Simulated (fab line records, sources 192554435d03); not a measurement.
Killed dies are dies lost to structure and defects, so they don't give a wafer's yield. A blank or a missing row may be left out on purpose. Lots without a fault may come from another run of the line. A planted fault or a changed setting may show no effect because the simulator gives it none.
Which tool did it? | flow n5_finfet | 24 lots, 72 wafers sampled, at 3 steps of a route of 1938

WHAT THE GAUGES READ, wafer by wafer
N5_GATE_CUT_INSPECT_26: inspects for defects (darkfield). Usual: raw_defect_count 40, standard deviation 16.
lot  | measured     | on                | raw_defect_count | flag
L074 | day 4 23:55  | defect_inspect-02 | 16 47 32         |
L075 | day 5 06:01  | defect_inspect-02 | 35 28 23         |
L076 | day 5 10:12  | defect_inspect-01 | 30 30 27         |
L077 | day 5 12:56  | defect_inspect-01 | 27 47 53         |
L078 | day 5 17:13  | defect_inspect-02 | 13 19 24         |
L079 | day 6 00:55  | defect_inspect-02 | 14 19 33         |
L080 | day 6 06:33  | defect_inspect-01 | 67 29 54         |
L081 | day 6 14:19  | defect_inspect-02 | 23 33 41         |
L082 | day 6 20:04  | defect_inspect-02 | 25 18 39         |
L083 | day 7 04:56  | defect_inspect-01 | 30 26 25         |
L084 | day 7 14:04  | defect_inspect-01 | 48 64 45         |
L085 | day 7 18:16  | defect_inspect-02 | 22 24 49         |
L086 | day 7 21:20  | defect_inspect-02 | 43 50 67         |
L087 | day 8 01:58  | defect_inspect-01 | 18 41 19         |
L088 | day 8 05:18  | defect_inspect-02 | 47 60 35         |
L089 | day 8 12:11  | defect_inspect-02 | 35 22 28         |
L090 | day 8 13:37  | defect_inspect-02 | 48 42 64         |
L091 | day 9 00:58  | defect_inspect-01 | 57 28 59         |
L092 | day 9 08:03  | defect_inspect-01 | 50 41 35         |
L093 | day 9 09:11  | defect_inspect-02 | 64 38 50         |
L094 | day 9 16:56  | defect_inspect-02 | 31 15 26         |
L095 | day 9 20:27  | defect_inspect-01 | 48 35 41         |
L096 | day 10 00:40 | defect_inspect-02 | 28 31 35         |
L097 | day 10 10:08 | defect_inspect-02 | 55 38 41         |

N5_MOL_CONTACT_COAG_INSPECT_10: inspects for defects (brightfield). Usual: raw_defect_count 72, standard deviation 27.
lot  | measured     | on                | raw_defect_count | flag
L074 | day 5 00:26  | defect_inspect-01 | 50 78 81         |
L075 | day 5 06:32  | defect_inspect-02 | 50 65 44         |
L076 | day 5 10:43  | defect_inspect-01 | 56 68 46         |
L077 | day 5 13:28  | defect_inspect-01 | 46 101 75        |
L078 | day 5 17:44  | defect_inspect-01 | 36 51 59         |
L079 | day 6 01:19  | defect_inspect-01 | 30 51 55         |
L080 | day 6 06:56  | defect_inspect-02 | 83 52 67         |
L081 | day 6 14:50  | defect_inspect-01 | 49 82 100        |
L082 | day 6 20:27  | defect_inspect-02 | 43 28 59         |
L083 | day 7 05:27  | defect_inspect-01 | 48 46 66         |
L084 | day 7 14:27  | defect_inspect-02 | 75 93 67         |
L085 | day 7 18:38  | defect_inspect-02 | 45 41 92         |
L086 | day 7 21:44  | defect_inspect-02 | 67 101 102       |
L087 | day 8 02:28  | defect_inspect-02 | 33 53 25         |
L088 | day 8 05:41  | defect_inspect-02 | 84 116 60        |
L089 | day 8 12:41  | defect_inspect-01 | 62 51 69         |
L090 | day 8 14:15  | defect_inspect-02 | 100 83 105       |
L091 | day 9 01:28  | defect_inspect-02 | 68 53 101        |
L092 | day 9 08:28  | defect_inspect-01 | 102 68 67        |
L093 | day 9 09:34  | defect_inspect-01 | 122 74 95        |
L094 | day 9 17:26  | defect_inspect-02 | 60 29 52         |
L095 | day 9 20:50  | defect_inspect-01 | 89 75 79         |
L096 | day 10 01:04 | defect_inspect-01 | 59 56 69         |
L097 | day 10 10:32 | defect_inspect-01 | 104 77 99        |

WHICH TOOL RAN EACH LOT (tool, then ch and the chambers of the sampled wafers, then the start)
lot  | N5_GATE_CUT_VAPOR_ETCH_51
L074 | rie_metal-01 ch 0,1, day 4 17:47
L075 | rie_metal-02 ch 0,1, day 4 22:55
L076 | rie_metal-03 ch 0,1, day 5 05:45
L077 | rie_metal-02 ch 0,1, day 5 09:29
L078 | rie_metal-03 ch 0,1, day 5 14:29
L079 | rie_metal-02 ch 0,1, day 5 22:12
L080 | rie_metal-03 ch 1, day 6 03:49
L081 | rie_metal-01 ch 0,1, day 6 11:35
L082 | rie_metal-01 ch 0,1, day 6 17:20
L083 | rie_metal-02 ch 0,1, day 7 02:13
L084 | rie_metal-02 ch 0,1, day 7 11:14
L085 | rie_metal-01 ch 0, day 7 15:28
L086 | rie_metal-03 ch 0,1, day 7 18:19
L087 | rie_metal-02 ch 0,1, day 7 22:35
L088 | rie_metal-03 ch 0,1, day 8 02:34
L089 | rie_metal-01 ch 1, day 8 09:26
L090 | rie_metal-02 ch 0,1, day 8 10:53
L091 | rie_metal-01 ch 0,1, day 8 20:09
L092 | rie_metal-03 ch 0,1, day 9 05:19
L093 | rie_metal-02 ch 0,1, day 9 06:27
L094 | rie_metal-02 ch 0,1, day 9 13:26
L095 | rie_metal-02 ch 0,1, day 9 17:08
L096 | rie_metal-03 ch 0,1, day 9 21:56
L097 | rie_metal-03 ch 0,1, day 10 07:25
- N5_GATE_CUT_VAPOR_ETCH_51: etches HfO2 in BCl3/Cl2.

WHAT THE TOOLS THEMSELVES READ (means of the sampled wafers that have a number; where no wafer has one, the mark that the record gives instead)
N5_GATE_CUT_VAPOR_ETCH_51. Usual: drypump_motor_current_A 5.8 A, standard deviation 0.4; oes_product_au 0.75 a.u., standard deviation 0.12.
lot  | tool         | drypump_motor_current_A (A) | oes_product_au (a.u.) | flag
L074 | rie_metal-01 | 5.3                         | 0.66                  |
L075 | rie_metal-02 | 5.9                         | 0.91                  |
L076 | rie_metal-03 | 6.0                         | 0.71                  |
L077 | rie_metal-02 | 5.9                         | 0.89                  |
L078 | rie_metal-03 | 6.0                         | 0.79                  |
L079 | rie_metal-02 | 5.7                         | 0.79                  |
L080 | rie_metal-03 | 6.0                         | 0.63                  |
L081 | rie_metal-01 | 5.6                         | 0.67                  |
L082 | rie_metal-01 | 5.7                         | 0.66                  |
L083 | rie_metal-02 | 5.7                         | 0.78                  |
L084 | rie_metal-02 | 5.9                         | 0.87                  |
L085 | rie_metal-01 | 4.9                         | 0.63                  |
L086 | rie_metal-03 | 6.0                         | 0.70                  |
L087 | rie_metal-02 | 5.9                         | 0.86                  |
L088 | rie_metal-03 | 6.0                         | 0.70                  |
L089 | rie_metal-01 | 6.0                         | 0.68                  |
L090 | rie_metal-02 | 5.9                         | 0.85                  |
L091 | rie_metal-01 | 5.3                         | 0.64                  |
L092 | rie_metal-03 | 6.0                         | 0.70                  |
L093 | rie_metal-02 | 5.9                         | 0.84                  |
L094 | rie_metal-02 | 5.7                         | 0.76                  |
L095 | rie_metal-02 | 5.7                         | 0.75                  |
L096 | rie_metal-03 | 6.0                         | 0.69                  |
L097 | rie_metal-03 | 6.0                         | 0.69                  |

THE ANSWER, worked out from the rows above alone
Rule: a lot is off if the mean of its wafers that have a number lies more than 3 standard deviations from the usual mean. A lot without any number at a reading at which 4 lots or more have one is off too. The other lots that the step has rows for count as sound. The gauges are gone through in route order, then the tools' own readings, and for those a lot's mean is taken as printed above. The first step at which some lot is off is used, and at that step the reading that is off furthest; a lot without a number counts as furthest.
No lot is off at any reading shown: from this, nothing can be told.

WHAT THE SIMULATOR HAD PUT IN
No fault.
